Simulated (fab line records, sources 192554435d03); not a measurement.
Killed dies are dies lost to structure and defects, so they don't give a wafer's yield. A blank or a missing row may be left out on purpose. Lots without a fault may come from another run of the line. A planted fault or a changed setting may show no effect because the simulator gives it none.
A struck lot beside a sound one | flow n5_finfet | 14 steps out of a route of 1938
Sound: wafers L864.1, L864.3, L864.5. Struck: wafers L868.3, L868.6. The cause comes at the end.
At each step with rows: each side's tool, then ch and its chambers, then its first start. Under that, the readings that differ: sound wafers | struck wafers | difference of the means | sigmas: that difference in standard deviations of wafers without a fault.
alike: readings whose means differ by less than 2 such deviations, and words and numbers that are the same on both sides. not compared: withheld readings, readings that some wafer has no value for, bounds like >300 that may hide the same value, and numbers for which the record gives no deviation and whose values overlap.
The two part at a step that has a row with sigmas, a row that says differs or no value, or rows on one side only. Numbers that don't overlap but have no deviation are shown without sigmas and don't part them. A reading that every wafer of one side lacks parts them only if that side has two wafers or more.

first, 4 steps without rows for these wafers: N5_BEOL_M6_SOFTBAKE_06 (time 60 s); N5_BEOL_M6_EXPOSE_08 (exposes mask M6); N5_BEOL_M6_PEB_09 (peb time 60 s); N5_BEOL_M6_DEVELOP_10 (develop time 30 s).
N5_BEOL_M6_CD_MEAS_11: target cd 38.5 nm.
  sound on cd_sem-01 ch 0, day 9 13:22; struck on cd_sem-01 ch 0, day 10 17:05
  alike: cd_nm
N5_BEOL_M6_OVL_MEAS_12:
  sound on overlay-02 ch 0, day 9 13:24; struck on overlay-01 ch 0, day 10 17:07
  alike: M6_OVL
N5_BEOL_M6_INSPECT_13: inspects for defects (brightfield).
  sound on defect_inspect-02, day 9 13:25; struck on defect_inspect-02, day 10 17:08
  alike: raw_defect_count
N5_BEOL_M6_DESCUM_16: chemistry O2, time 7.9 s.
  sound on rie_diel-04 ch 0,1,2, day 9 13:27; struck on rie_diel-01 ch 1,2, day 10 17:15
  alike: bias_power_w, drypump_motor_current_A, o2_flow_sccm, oes_product_au, rf_vpp_V, showerhead_plenum_p_Torr, throttle_valve_pct
  not compared: rf_hours_counter_h
N5_BEOL_M6_ETCH_61: etches SiARC in CF4, target depth 45.5 nm, time 75.8 s.
  sound on rie_diel-04 ch 0,1,2, day 9 13:29; struck on rie_diel-01 ch 1,2, day 10 17:17
  alike: bias_w, drypump_motor_current_A, etch_rf_on_time_s, oes_product_au, rf_vpp_V, showerhead_plenum_p_Torr, throttle_valve_pct
  not compared: rf_hours_counter_h
N5_BEOL_M6_ETCH_62: etches SOC in N2/H2, target depth 110 nm, overetch 22 nm, time 165 s.
  sound on rie_diel-04 ch 0,1,2, day 9 13:32; struck on rie_diel-01 ch 1,2, day 10 17:20
  alike: bias_w, drypump_motor_current_A, h2_flow_sccm, oes_product_au, rf_vpp_V, showerhead_plenum_p_Torr, throttle_valve_pct
  not compared: rf_hours_counter_h
then, 1 step without rows for these wafers: N5_BEOL_M6_STRIP_68 (strips in N2/H2).
N5_BEOL_M6_STRIP_67: strips in CF4.
  sound on rie_diel-04 ch 0,1,2, day 9 13:41; struck on rie_diel-01 ch 1,2, day 10 17:29
  alike: bias_power_w, drypump_motor_current_A, oes_product_au, rf_vpp_V, showerhead_plenum_p_Torr, throttle_valve_pct
  not compared: rf_hours_counter_h
N5_BEOL_M6_HM_OPEN_17: chemistry Cl2/BCl3, target TiN, target depth 20 nm, overetch 6 nm.
  sound on rie_metal-01 ch 0,1, day 9 13:44; struck on rie_metal-01 ch 0, day 10 17:34
  reading                                  | sound             | struck      | difference | sigmas
  bias_w (W)                               | 125.7 126.5 127.2 | 125.9 125.3 | -0.9       | -2
  model.SOC_of_BEOL_M6_COAT_59.thk_nm (nm) | 92.2 92.4 92.2    | 93.4 93.8   | +1.3       |
  alike: bcl3_flow_sccm, drypump_motor_current_A, he_backside_leak_sccm, oes_ar_750_au, oes_product_au, throttle_valve_pct
  not compared: rf_hours_counter_h
N5_BEOL_M6_STRIP_19: strips in O2.
  sound on rie_diel-04 ch 0,3, day 9 13:50; struck on rie_diel-01 ch 1,2, day 10 17:38
  alike: drypump_motor_current_A, o2_flow_sccm, oes_product_au, rf_vpp_V, showerhead_plenum_p_Torr, throttle_valve_pct
  not compared: rf_hours_counter_h

WHERE THEY PART
Only at N5_BEOL_M6_HM_OPEN_17, within this record. Later steps at which nothing parts them and some readings are alike: N5_BEOL_M6_STRIP_19.

WHY: what the simulator had put in
Process parameter drift: rie_metal-01, from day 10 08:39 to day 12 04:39, at N5_BEOL_M6_HM_OPEN_17. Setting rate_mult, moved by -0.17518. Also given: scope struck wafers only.
